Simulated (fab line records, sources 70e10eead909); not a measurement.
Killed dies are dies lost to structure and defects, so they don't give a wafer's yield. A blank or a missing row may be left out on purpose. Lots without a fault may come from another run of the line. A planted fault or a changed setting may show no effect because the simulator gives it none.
Chamber matching | flow nand_harc | NHARC_A_CHANNEL_FILL_D1_STRIP_28 on rie_diel-04: 4 sister chambers
The step strips in O2, time 20 s. 8 wafers are shown with their chamber, then 10 later ones without.

WAFERS WITH THEIR CHAMBER
wafer  | chamber | showerhead_plenum_p_Torr (Torr) | rf_vpp_V (V)
L082.1 | 3       | 3.53                            | 58.7
L088.1 | 2       | 3.68                            | 58.6
L088.6 | 1       | 3.60                            | 59.1
L086.2 | 1       | 3.60                            | 58.1
L086.3 | 3       | 3.53                            | 57.3
L086.5 | 0       | 3.33                            | 56.9
L092.1 | 0       | 3.32                            | 57.8
L092.5 | 2       | 3.68                            | 58.1

WAFERS WITHOUT THEIR CHAMBER
wafer  | showerhead_plenum_p_Torr (Torr) | rf_vpp_V (V)
L092.6 | 3.60                            | 57.6
L093.1 | 3.68                            | 59.4
L093.3 | 3.60                            | 57.7
L093.5 | 3.32                            | 57.2
L095.1 | 3.60                            | 58.2
L095.2 | 3.53                            | 58.1
L095.5 | 3.53                            | 58.3
L096.1 | 3.68                            | 58.6
L096.2 | 3.60                            | 57.9
L096.3 | 3.32                            | 57.1

WHICH CHAMBER EACH WENT THROUGH
wafer  | from the rows above | in truth
L092.6 | 1                   | 1
L093.1 | 2                   | 2
L093.3 | 1                   | 1
L093.5 | 0                   | 0
L095.1 | 1                   | 1
L095.2 | 3                   | 3
L095.5 | 3                   | 3
L096.1 | 2                   | 2
L096.2 | 1                   | 1
L096.3 | 0                   | 0
Placed correctly: 10 of 10. Can't be placed from these rows: 0. Placed wrongly: 0.
How it was worked out, from the rows above alone: a wafer's distance from a chamber is the root of the sum, over the readings, of the square of ((its reading less the chamber's mean) divided by the reading's scatter). The wafer belongs to the nearest chamber; if the next one is less than 2 further off, it can't be placed. A chamber's mean is the mean of its shown wafers. The scatter: the root of (the sum of the squares of (reading less its chamber's mean) over the shown wafers, divided by (wafers less chambers)).
